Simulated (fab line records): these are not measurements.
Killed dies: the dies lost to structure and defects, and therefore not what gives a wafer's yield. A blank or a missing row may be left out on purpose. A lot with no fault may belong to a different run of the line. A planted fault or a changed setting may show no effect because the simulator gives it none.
Split-lot trial	flow n5_finfet	7 lots, 21 wafers read, on a route of 1938 steps

== SPLIT DETAILS ==
At N5_BEOL_M2_TRENCH_ETCH_37 (etches SiOC in C4F6/O2, target depth 55.555 nm, time 29.2 s), the setting source_w was moved away from the recipe's 355 W on 8 of the 21 wafers read, by +5.6% to +16.4%. All remaining wafers had this setting at the recipe value.

== FROM THE SPLIT TO THE READING: what the file shows between them, 2 steps ==
- N5_BEOL_M2_ETCH_41: etches SiCN in CH3F/O2, target depth 29.9 nm, time 52.5 s
- N5_BEOL_M2_STRIP_97: strips in N2/H2, time 10 s

== THE READING ==
trench_depth_nm, in nm, at N5_BEOL_M2_OCD_MEAS_38. A value of 55.4 nm with a standard deviation of 0.87 nm is what fault-free wafers of this fab line usually give.

wafer	tool, chamber at the split	source_w as run, W	against the recipe	trench_depth_nm, nm	against lot-mates on the recipe
L076.1	rie_diel-04, 1	355	recipe	55.1	-
L076.4	rie_diel-04, 3	355	recipe	53.4	-
L076.6	rie_diel-04, 1	355	recipe	54.9	-
L077.4	rie_diel-03, 3	355	recipe	56.0	-
L077.5	rie_diel-03, 0	355	recipe	55.1	-
L077.6	rie_diel-03, 3	355	recipe	55.6	-
L078.1	rie_diel-05, 2	403	+13.5%	59.1	+3.8
L078.3	rie_diel-05, 0	355	recipe	55.3	-
L078.5	rie_diel-05, 2	403	+13.5%	58.3	+3.0
L083.2	rie_diel-05, 2	355	recipe	55.6	-
L083.4	rie_diel-05, 2	375	+5.6%	57.0	+1.6
L083.6	rie_diel-05, 2	355	recipe	55.2	-
L089.2	rie_diel-04, 0	413.1	+16.4%	60.6	no lot-mate on the recipe
L089.4	rie_diel-04, 2	413.1	+16.4%	60.4	no lot-mate on the recipe
L089.6	rie_diel-04, 1	413.1	+16.4%	60.6	no lot-mate on the recipe
L090.1	rie_diel-03, 1	355	recipe	55.4	-
L090.3	rie_diel-03, 2	355	recipe	54.3	-
L090.5	rie_diel-03, 0	355	recipe	55.4	-
L096.2	rie_diel-05, 2	405.2	+14.1%	58.9	+3.7
L096.5	rie_diel-05, 0	355	recipe	55.2	-
L096.6	rie_diel-05, 1	405.2	+14.1%	59.4	+4.2

FIT RESULTS
A straight line over all 21 wafers: trench_depth_nm changes by +0.305 nm for each +1% of source_w; r = +0.97; the points scatter about the line by 0.6 nm.
The same after taking each lot's own level away (the mean of its wafers on the recipe; 18 wafers): +0.267 nm for each +1%; r = +0.96; scatter 0.48 nm.
The reading moves by 4.4 nm for the largest change in source_w, on that fit.
Across the lots, their own levels run from 54.47 to 55.57 nm, a range of 1.3 times the standard deviation given above.
So the slope is not independent of the lot-to-lot level: the two fits are not the same.
Check: +3.8 nm against its lot-mates is what the line predicts for one of the wafers moved furthest among these (+14.1%) when that wafer is left out of the fit. Against them it came out at +3.7 nm.
Tool readings at the split's step, against how far the setting was moved: rf_vpp_V r = -0.95.

== ADDITIONAL SPLITS CARRIED BY THESE WAFERS ==
Before the reading, these wafers also passed through other splits. Each is held against what the fit with the lots' levels taken away leaves over:
other split on the same wafers	wafers away from the commonest value	r with trench_depth_nm (lot level and that fit taken away)
N5_BEOL_M0_SAQP_EXPOSE_11 dose_mj	9	+0.10
N5_BEOL_M0_SAQP_ETCH_107 source_w	8	-0.13
N5_BEOL_M0_SAQP_COAT_87 spin_rpm	8	-0.14
N5_BEOL_M1_COAT_05 spin_rpm	7	-0.08
N5_BEOL_M1_ETCH_64 bias_w	5	-0.10

== THE WHOLE CHAIN: every reading that the file lists as answering this split, in the file's order ==
step	what it does	reading	change (the file's fit)	r (the file's)
N5_BEOL_M2_TRENCH_ETCH_37	etches SiOC in C4F6/O2, target depth 55.555 nm, time 29.2 s	rf_vpp_V	-3.83 V for each +1% of the setting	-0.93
N5_BEOL_M2_TRENCH_ETCH_37	etches SiOC in C4F6/O2, target depth 55.555 nm, time 29.2 s	etch.depth_nm (the simulator's own value, which no gauge read)	+0.24 nm for each +1% of the setting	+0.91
N5_BEOL_M2_TRENCH_ETCH_37	etches SiOC in C4F6/O2, target depth 55.555 nm, time 29.2 s	BEOL_M2.feature_depth_nm (the simulator's own value, which no gauge read)	+0.238 nm for each +1% of the setting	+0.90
N5_BEOL_M2_OCD_MEAS_38		trench_depth_nm	+0.266 nm for each +1% of the setting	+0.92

== FILE'S OWN FIT ==
trench_depth_nm changes by +0.266 nm for each +1% of source_w, r = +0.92.
